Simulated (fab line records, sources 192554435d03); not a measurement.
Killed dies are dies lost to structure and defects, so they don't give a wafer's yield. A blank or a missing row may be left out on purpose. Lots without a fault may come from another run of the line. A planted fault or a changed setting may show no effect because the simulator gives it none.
Chamber matching | flow n5_finfet | N5_MOL_CONTACT_COAG_STRIP_72 on rie_diel-01: 4 sister chambers
The step strips in N2/H2. 8 wafers are shown with their chamber, then 7 later ones without.

WAFERS WITH THEIR CHAMBER
wafer  | chamber | drypump_motor_current_A (A) | showerhead_plenum_p_Torr (Torr)
L081.6 | 2       | 6.3                         | 2.51
L083.3 | 0       | 4.9                         | 2.47
L083.5 | 2       | 6.3                         | 2.51
L084.2 | 1       | 4.7                         | 2.62
L084.3 | 3       | 4.8                         | 2.51
L084.6 | 3       | 4.9                         | 2.51
L093.3 | 0       | 4.9                         | 2.46
L093.5 | 1       | 4.7                         | 2.61

WAFERS WITHOUT THEIR CHAMBER
wafer  | drypump_motor_current_A (A) | showerhead_plenum_p_Torr (Torr)
L093.6 | 4.9                         | 2.51
L094.1 | 4.7                         | 2.61
L094.3 | 4.8                         | 2.50
L094.5 | 4.9                         | 2.46
L095.3 | 6.3                         | 2.50
L095.4 | 4.9                         | 2.50
L095.5 | 4.9                         | 2.50

WHICH CHAMBER EACH WENT THROUGH
wafer  | from the rows above | in truth
L093.6 | 3                   | 3
L094.1 | 1                   | 1
L094.3 | 3                   | 3
L094.5 | 0                   | 0
L095.3 | 2                   | 2
L095.4 | 3                   | 3
L095.5 | 3                   | 3
Placed correctly: 7 of 7. Can't be placed from these rows: 0. Placed wrongly: 0.
How it was worked out, from the rows above alone: a wafer's distance from a chamber is the root of the sum, over the readings, of the square of ((its reading less the chamber's mean) divided by the reading's scatter). The wafer belongs to the nearest chamber; if the next one is less than 2 further off, it can't be placed. A chamber's mean is the mean of its shown wafers. The scatter: the root of (the sum of the squares of (reading less its chamber's mean) over the shown wafers, divided by (wafers less chambers)).
